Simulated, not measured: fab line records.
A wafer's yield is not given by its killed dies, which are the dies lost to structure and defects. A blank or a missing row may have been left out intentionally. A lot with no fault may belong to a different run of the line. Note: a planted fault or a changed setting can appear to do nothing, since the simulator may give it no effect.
Lot-split experiment | flow n5Finfet | 21 wafers read across 7 lots, on a route 1938 steps long

ABOUT THE SPLIT
At N5_BEOL_M2_TRENCH_ETCH_37 (etches SiOC in C4F6/O2, target depth 55.555 nm, time 29.2 s), the setting timeS was moved away from the recipe's 29.2 s on 4 of the 21 wafers read, by +6.5% to +19.0%. This setting was run at the recipe's value on the other wafers.

FROM THE SPLIT TO THE READING: what the file shows between them, 14 steps
- N5_BEOL_M2_ETCH_41: etches SiCN in CH3F/O2, target depth 29.9 nm, time 52.5 s
- N5_BEOL_M2_STRIP_97: strips in N2/H2, time 10 s
- N5_BEOL_M2_OCD_MEAS_38
- N5_BEOL_M2_SURFACE_TREAT_85 (also split here: timeS)
- N5_BEOL_M2_CVD_47: deposits Co from CCTBA/H2, target thk 3 nm, time 223.8 s
- N5_BEOL_M2_SPUTTER_48: material Cu, target thk 4.5 nm, time 8.29 s
- N5_BEOL_M2_ECD_50: material Cu, target thk 300 nm
- N5_BEOL_M2_ANNEAL_51: time 90 s
- N5_BEOL_M2_CMP_52: polishes, stops on SiOC, t overpolish 6.8 s, target thk 40 nm
- N5_BEOL_M2_THK_MEAS_53: measures by xrf
- N5_BEOL_M2_PRE_CLEAN_60: time 15 s
- N5_BEOL_M2_CO_CAP_55: material Co, precursor CCTBA/H2, target thk 2 nm, time 102.1 s
- N5_BEOL_M2_PRE_CLEAN_56: time 15 s
- N5_BEOL_M2_DEP_57: deposits SiCN from 3MS/NH3, target thk 8 nm, time 14 s

THE READING
M2_RS, in ohm/sq, at N5_BEOL_M2_RS_MEAS_58 (measures by four-point-probe). Fault-free wafers of this fab line usually give 0.69 ohm/sq, standard deviation 0.05 ohm/sq.

wafer  | tool, chamber at the split | timeS as run, s | against the recipe | M2_RS, ohm/sq | against lot-mates on the recipe
L074.1 | rieDiel-02, 1              | 29.2            | recipe             | 0.71          | -
L074.2 | rieDiel-02, 0              | 29.2            | recipe             | 0.72          | -
L074.5 | rieDiel-02, 1              | 29.2            | recipe             | 0.68          | -
L075.1 | rieDiel-03, 0              | 29.2            | recipe             | 0.63          | -
L075.2 | rieDiel-03, 2              | 29.2            | recipe             | 0.65          | -
L075.6 | rieDiel-03, 1              | 31.4            | +7.5%              | 0.58          | -0.06
L079.4 | rieDiel-03, 3              | 29.2            | recipe             | 0.72          | -
L079.5 | rieDiel-03, 0              | 29.2            | recipe             | 0.69          | -
L079.6 | rieDiel-03, 3              | 29.2            | recipe             | 0.73          | -
L080.1 | rieDiel-02, 2              | 31.09           | +6.5%              | 0.59          | -0.13
L080.4 | rieDiel-02, 1              | 31.09           | +6.5%              | 0.60          | -0.12
L080.5 | rieDiel-02, 0              | 29.2            | recipe             | 0.72          | -
L085.1 | rieDiel-06, 2              | 29.2            | recipe             | 0.65          | -
L085.3 | rieDiel-06, 1              | 29.2            | recipe             | 0.62          | -
L085.6 | rieDiel-06, 3              | 29.2            | recipe             | 0.64          | -
L087.1 | rieDiel-06, 0              | 29.2            | recipe             | 0.73          | -
L087.3 | rieDiel-06, 3              | 29.2            | recipe             | 0.76          | -
L087.5 | rieDiel-06, 2              | 34.75           | +19.0%             | 0.53          | -0.21
L096.1 | rieDiel-02, 1              | 29.2            | recipe             | 0.63          | -
L096.3 | rieDiel-02, 0              | 29.2            | recipe             | 0.77          | -
L096.4 | rieDiel-02, 3              | 29.2            | recipe             | 0.68          | -

FIT RESULTS
A straight line over all 21 wafers: M2_RS changes by -0.0099 ohm/sq for each +1% of timeS; r = -0.72; the points scatter about the line by 0.046 ohm/sq.
The same after taking each lot's own level away (the mean of its wafers on the recipe; 21 wafers): -0.0121 ohm/sq for each +1%; r = -0.88; scatter 0.031 ohm/sq.
On that fit, the largest move of timeS shifts the reading by 0.23 ohm/sq.
From 0.637 to 0.745 ohm/sq: that is the span of the lots' own levels, equal to 2.2 times the standard deviation above.
So the lot-to-lot level blurs the effect unless lot-mates are compared.
Check: -0.279 ohm/sq against its lot-mates is what the line predicts for one of the wafers moved furthest among these (+19.0%) when that wafer is left out of the fit. It came out at -0.215 ohm/sq against them.

OTHER SPLITS APPLIED TO THESE WAFERS
Other splits were also applied to these wafers ahead of the reading. Each is held against what the fit with the lots' levels taken away leaves over:
other split on the same wafers    | wafers away from the commonest value | r with M2_RS (lot level and that fit taken away)
N5_BEOL_M1_TRENCH_ETCH_37 timeS   | 6                                    | +0.04
N5_BEOL_M2_HM_DEP_02 targetThkA   | 7                                    | +0.16
N5_BEOL_M2_COAT_73 tempC          | 9                                    | +0.01
N5_BEOL_M2_SURFACE_TREAT_85 timeS | as run: not given for these wafers   | -

THE WHOLE CHAIN: every reading that the file lists as answering this split, in the file's order
step                      | what it does                                                  | reading                                                                     | change (the file's fit)               | r (the file's)
N5_BEOL_M2_TRENCH_ETCH_37 | etches SiOC in C4F6/O2, target depth 55.555 nm, time 29.2 s   | etch.depthNm (the simulator's own value, which no gauge read)               | +0.673 nm for each +1% of the setting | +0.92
N5_BEOL_M2_TRENCH_ETCH_37 | etches SiOC in C4F6/O2, target depth 55.555 nm, time 29.2 s   | BEOL_M2.featureDepthNm (the simulator's own value, which no gauge read)     | +0.669 nm for each +1% of the setting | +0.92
N5_BEOL_M2_OCD_MEAS_38    |                                                               | trenchDepthNm                                                               | +0.68 nm for each +1% of the setting  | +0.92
N5_BEOL_M2_CMP_52         | polishes, stops on SiOC, t overpolish 6.8 s, target thk 40 nm | Cu_of_BEOL_M2_ECD_50.thkNm (the simulator's own value, which no gauge read) | +0.604 nm for each +1% of the setting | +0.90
N5_BEOL_M2_THK_MEAS_53    | measures by xrf                                               | M2_THK                                                                      | +0.617 for each +1% of the setting    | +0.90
N5_BEOL_M2_RS_MEAS_58     | measures by four-point-probe                                  | M2_RS                                                                       | -0.0116 for each +1% of the setting   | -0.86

FILE'S OWN FIT
M2_RS changes by -0.0116 ohm/sq for each +1% of timeS, r = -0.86.
